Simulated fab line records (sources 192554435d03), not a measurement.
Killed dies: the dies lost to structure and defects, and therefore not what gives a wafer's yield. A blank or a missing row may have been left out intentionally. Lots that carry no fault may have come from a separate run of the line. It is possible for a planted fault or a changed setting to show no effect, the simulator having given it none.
Matching of chambers	flow n5-finfet	3 sister chambers for N5_BEOL_M9_CURE_72 on uv-cure-03
The step cures SiCOH lowk, time 120 s. 3 wafers are shown with their chamber, then 6 later ones without.

WAFERS, EACH WITH ITS CHAMBER
wafer	chamber	wafer_temp_C_max
L078.6	2	372.0
L090.5	1	371.7
L093.5	0	372.0

WAFERS WHOSE CHAMBER IS MISSING
wafer	wafer_temp_C_max
L094.1	371.9
L094.4	371.6
L094.6	372.0
L096.1	371.6
L096.3	372.9
L096.4	372.4

CHAMBER TAKEN BY EACH
wafer	from the rows above	in truth
L094.1	can't be placed: 0 or 2 or 1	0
L094.4	can't be placed: 1 or 0 or 2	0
L094.6	can't be placed: 0 or 2 or 1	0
L096.1	can't be placed: 1 or 0 or 2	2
L096.3	can't be placed: 0 or 2 or 1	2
L096.4	can't be placed: 0 or 2 or 1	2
0 of 6 placed correctly. Cannot be placed on the basis of these rows: 6; the candidates contain the true chamber in 6. Wrongly placed: 0.
How it was worked out, from the rows above alone: a wafer's distance from a chamber is the root of the sum, over the readings, of the square of ((its reading less the chamber's mean) divided by the reading's scatter). The wafer belongs to the nearest chamber; if the next one is less than 2 further off, it can't be placed. For every chamber, the mean is computed from those of its wafers that are shown. The scatter (one wafer shown for each chamber): square how far every hidden wafer sits from the nearest shown wafer, average those squares and take the square root.
